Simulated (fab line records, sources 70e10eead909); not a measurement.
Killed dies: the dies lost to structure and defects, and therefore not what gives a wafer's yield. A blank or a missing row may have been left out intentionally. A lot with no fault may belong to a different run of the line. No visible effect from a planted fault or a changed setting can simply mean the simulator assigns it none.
A lot that was struck, set against a sound lot :: flow nand-harc :: 41 steps out of a route of 1302
Sound: these wafers, L897.1, L897.3, L897.5. Struck: wafer L914.4 (left out: L914.2, a lot-mate that was not struck); the cause follows at the end.
Each step with rows lists, per side, the tool, then ch with its chambers, then its first start. Under that, the readings that differ: sound wafers :: struck wafers :: difference of the means :: sigmas: that difference in standard deviations of wafers without a fault.
alike: readings with means less than 2 such deviations apart, plus words and numbers identical on both sides. not compared: withheld readings, readings lacking a value on some wafer, bounds such as >300 that could conceal the same value, and numbers that have no deviation in the record and whose values overlap.
A row with sigmas, a row that says differs or no value, or rows on one side alone: a step with any of these is where the two part. When numbers do not overlap yet have no deviation, they are printed without sigmas and do not part them. A reading that every wafer of one side lacks parts them only if that side has two wafers or more.

NHARC_THIN_TSV_DESCUM_14: chemistry O2, time 3 s.
  sound on rie-diel-08 ch 0,1,3, day 25 11:38; struck on rie-diel-08 ch 0, day 32 02:41
  alike: drypump-motor-current-A, oes-product-au, rf-vpp-V, showerhead-plenum-p-Torr, throttle-valve-pct
  not compared: rf-hours-counter-h
NHARC_THIN_TSV_ETCH_44: etches the open film in CF4/O2, target depth 1594.2 nm, time 797.1 s.
  sound on rie-diel-08 ch 0,1,2, day 25 11:49; struck on rie-diel-08 ch 0, day 32 02:47
  alike: cf4-flow-sccm, drypump-motor-current-A, oes-product-au, rf-vpp-V, showerhead-plenum-p-Torr, throttle-valve-pct
  not compared: rf-hours-counter-h
then, 1 step without rows for these wafers: NHARC_THIN_TSV_ETCH_15 (target depth 3000 nm, bosch target overetch cycles 2, bosch etch step 2.8 s).
NHARC_THIN_TSV_CD_MEAS_16:
  sound on cd-sem-03, day 25 12:26; struck on cd-sem-01, day 32 03:30
  alike: cd-nm
then, 6 steps without rows for these wafers: NHARC_THIN_TSV_STRIP_45 (strips in O2); NHARC_THIN_TSV_STRIP_46 (strips in post etch residue remover, time 1200 s); NHARC_THIN_TSV_DEP_47 (deposits SiO2, target thk 200 nm); NHARC_THIN_TSV_ETCHBACK_48 (etches the open film in C4F8/Ar, target depth 1028.5 nm, time 405.17 s); NHARC_THIN_TSV_STRIP_62 (strips in N2/H2, time 20 s); NHARC_THIN_TSV_DEGAS_49 (time 120 s).
NHARC_THIN_TSV_PRE_CLEAN_50: time 30 s.
  sound on pvd-sputter-03; struck on pvd-sputter-02
  alike: heater-power-w, susceptor-temp-C
then, 1 step without rows for these wafers: NHARC_THIN_TSV_PVD_19 (deposits TaN, target thk 20 nm).
NHARC_THIN_TSV_PVD_51: deposits Cu, target thk 100 nm.
  sound on pvd-sputter-03, day 25 14:32; struck on pvd-sputter-02, day 32 05:35
  alike: throttle-valve-pct
then, 4 steps without rows for these wafers: NHARC_THIN_TSV_ECD_20 (material Cu, target thk 2000 nm); NHARC_THIN_TSV_ANNEAL_52 (time 90 s); NHARC_THIN_TSV_CMP_21 (polishes, t overpolish 30 s, target thk 2000 nm); NHARC_THIN_TSV_SRD_23.
NHARC_THIN_TSV_DEGAS_53: time 60 s.
  sound on pvd-sputter-02, day 25 16:13; struck on pvd-sputter-03, day 32 10:02
  alike: heater-power-w, susceptor-temp-C
then, 11 steps without rows for these wafers: NHARC_THIN_TSV_PRE_CLEAN_54 (time 30 s); NHARC_THIN_TSV_PVD_55 (deposits TiN, target thk 50 nm); NHARC_THIN_TSV_PVD_24 (deposits Al, target thk 800 nm); NHARC_THIN_TSV_DEHYDRATE_25 (time 120 s); NHARC_THIN_TSV_HMDS_26 (time 30 s); NHARC_THIN_TSV_COAT_27; NHARC_THIN_TSV_SOFTBAKE_28 (time 95 s); NHARC_THIN_TSV_EBR_29; NHARC_THIN_TSV_EXPOSE_30 (exposes mask PAD); NHARC_THIN_TSV_PEB_31 (peb time 85 s); NHARC_THIN_TSV_DEVELOP_32 (time 70 s).
NHARC_THIN_TSV_CD_MEAS_33 targets a cd of 5000 nm.
  sound on cd-sem-02 ch 0, day 25 17:23; struck on cd-sem-02 ch 0, day 32 11:16
  alike: cd-nm
then, 3 steps without rows for these wafers: NHARC_THIN_TSV_HARDBAKE_34 (time 80 s); NHARC_THIN_TSV_DESCUM_35 (chemistry O2, time 3 s); NHARC_THIN_TSV_ETCH_59 (etches the open film in Cl2/BCl3, target depth 880 nm, time 138.1 s).
NHARC_THIN_TSV_ETCH_36: etches the open film in Cl2/BCl3, target depth 65 nm, time 18.571 s.
  sound on rie-metal-02 ch 0,1, day 25 17:55; struck on rie-metal-02 ch 1, day 32 11:49
  alike: drypump-motor-current-A, oes-product-au
  not compared: rf-hours-counter-h
then, 2 steps without rows for these wafers: NHARC_THIN_TSV_STRIP_56 (strips in O2); NHARC_THIN_TSV_STRIP_57 (strips in post etch residue remover, time 1200 s).
NHARC_THIN_TSV_CD_MEAS_37:
  sound on cd-sem-01, day 25 18:49; struck on cd-sem-01, day 32 12:43
  alike: cd-nm
then, 1 step without rows for these wafers: NHARC_THIN_TSV_ANNEAL_58 (time 1800 s).
NHARC_THIN_TSV_INSPECT_40:
  sound on defect-inspect-02, day 25 22:34; struck on defect-inspect-01, day 32 17:18
  alike: raw-defect-count
NHARC_END_WLT_00:
  the record has rows for the sound wafers here (prober-01, day 25 22:37) and none for the struck ones
NHARC_END_SORT_01:
  only the struck wafers appear in the record here, on prober-01 ch 0 at day 32 22:46; the sound ones have no rows

== WHERE THEY PART ==
First at NHARC_END_WLT_00; last, within this record, at NHARC_END_SORT_01.

WHY: the cause the simulator had injected
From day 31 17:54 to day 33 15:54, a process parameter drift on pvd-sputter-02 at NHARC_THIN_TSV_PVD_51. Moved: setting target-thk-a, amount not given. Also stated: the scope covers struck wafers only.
